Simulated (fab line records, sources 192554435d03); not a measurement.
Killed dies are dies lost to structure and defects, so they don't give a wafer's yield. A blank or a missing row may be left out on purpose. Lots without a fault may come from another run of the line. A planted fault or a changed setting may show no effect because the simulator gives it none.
Which tool did it? | flow n5_finfet | 6 lots, 16 wafers sampled, at 4 steps of a route of 1938

WHAT THE GAUGES READ, wafer by wafer
N5_PASSIVATION_OVL_MEAS_66.
lot  | measured     | on         | PASS_OPEN_OVL (nm)
L951 | day 14 10:24 | overlay-02 | -4 -6 0
L953 | day 14 17:34 | overlay-01 | 4 -1 -1
L960 | day 16 06:48 | overlay-01 | 6 -2 8
L965 | day 17 00:34 | overlay-01 | -9 -3 -2
L969 | day 19 18:09 | overlay-01 | 8
L971 | day 19 22:57 | overlay-02 | 5 9 9

WHICH TOOL RAN EACH LOT (tool, then ch and the chambers of the sampled wafers, then the start)
lot  | N5_BEOL_M7_SPUTTER_48        | N5_PASSIVATION_DESCUM_32           | N5_PASSIVATION_STRIP_34
L951 | pvd_sputter-03, day 10 13:20 | rie_diel-05 ch 0,1,3, day 14 08:41 | rie_diel-04 ch 2,3, day 14 09:20
L953 | pvd_sputter-02, day 11 15:07 | rie_diel-06 ch 0,3, day 14 15:53   | rie_diel-05 ch 0,1,2, day 14 16:30
L960 | pvd_sputter-02, day 13 03:03 | rie_diel-06 ch 1,2,3, day 16 04:30 | rie_diel-04 ch 0,1,3, day 16 05:36
L965 | pvd_sputter-03, day 14 04:08 | rie_diel-06 ch 0,3, day 16 22:53   | rie_diel-04 ch 2,3, day 16 23:29
L969 | pvd_sputter-03, day 16 12:14 | rie_diel-04 ch 2, day 19 16:21     | rie_diel-04 ch 0, day 19 16:57
L971 | pvd_sputter-01, day 16 14:15 | rie_diel-06 ch 2,3, day 19 21:07   | rie_diel-06 ch 1,2,3, day 19 21:45
- N5_BEOL_M7_SPUTTER_48: material Cu, target thk 10 nm, time 1.667 s.
- N5_PASSIVATION_DESCUM_32: chemistry O2, time 7.9 s.
- N5_PASSIVATION_STRIP_34: strips in O2.

THE ANSWER, worked out from the rows above alone
Rule: what is usual is taken from the lots themselves. Put in order of their means at a reading, lots are off if they are a third of the lots or fewer, leave a main group of 4 or more, and stand apart from it by a gap of 3 or more times the standard deviation of the main group's means; of several such gaps the widest counts. A main group whose means are all the same, to the digits that the tables above print for the reading, isn't used. A lot without any number at a reading at which 4 lots or more have one is off too. The other lots that the step has rows for count as sound.
No lot is off at any reading shown: from this, nothing can be told.

WHAT THE SIMULATOR HAD PUT IN
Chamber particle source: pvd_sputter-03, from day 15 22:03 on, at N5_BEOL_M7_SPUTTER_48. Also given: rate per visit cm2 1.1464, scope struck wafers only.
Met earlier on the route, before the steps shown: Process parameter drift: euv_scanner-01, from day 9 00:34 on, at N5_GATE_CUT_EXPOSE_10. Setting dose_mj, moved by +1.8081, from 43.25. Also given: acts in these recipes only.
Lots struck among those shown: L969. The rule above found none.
